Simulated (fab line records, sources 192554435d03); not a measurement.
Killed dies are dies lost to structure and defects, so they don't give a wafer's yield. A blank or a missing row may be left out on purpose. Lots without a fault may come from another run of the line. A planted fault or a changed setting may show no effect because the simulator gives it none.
Chamber matching | flow n5_finfet | N5_SD_EPI_P_ETCH_16 on rie_diel-05: 4 sister chambers
The step etches SiO2 in CHF3/O2, target depth 5 nm. 4 wafers are shown with their chamber, then 10 later ones without.

WAFERS WITH THEIR CHAMBER
wafer  | chamber | showerhead_plenum_p_Torr (Torr)
L076.3 | 0       | 2.37
L085.5 | 3       | 2.40
L087.1 | 1       | 2.48
L087.5 | 2       | 2.44

WAFERS WITHOUT THEIR CHAMBER
wafer  | showerhead_plenum_p_Torr (Torr)
L087.6 | 2.40
L088.2 | 2.47
L088.3 | 2.37
L088.5 | 2.44
L093.2 | 2.36
L093.3 | 2.39
L093.5 | 2.39
L097.1 | 2.36
L097.3 | 2.39
L097.5 | 2.36

WHICH CHAMBER EACH WENT THROUGH
wafer  | from the rows above     | in truth
L087.6 | 3                       | 3
L088.2 | 1                       | 1
L088.3 | 0                       | 0
L088.5 | 2                       | 2
L093.2 | 0                       | 0
L093.3 | can't be placed: 3 or 0 | 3
L093.5 | can't be placed: 3 or 0 | 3
L097.1 | 0                       | 0
L097.3 | can't be placed: 3 or 0 | 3
L097.5 | 0                       | 0
Placed correctly: 7 of 10. Can't be placed from these rows: 3 (the true chamber is among the candidates in 3). Placed wrongly: 0.
How it was worked out, from the rows above alone: a wafer's distance from a chamber is the root of the sum, over the readings, of the square of ((its reading less the chamber's mean) divided by the reading's scatter). The wafer belongs to the nearest chamber; if the next one is less than 2 further off, it can't be placed. A chamber's mean is the mean of its shown wafers. The scatter: with one shown wafer a chamber, the root of the mean of the squares of how far each hidden wafer lies from its nearest shown one.
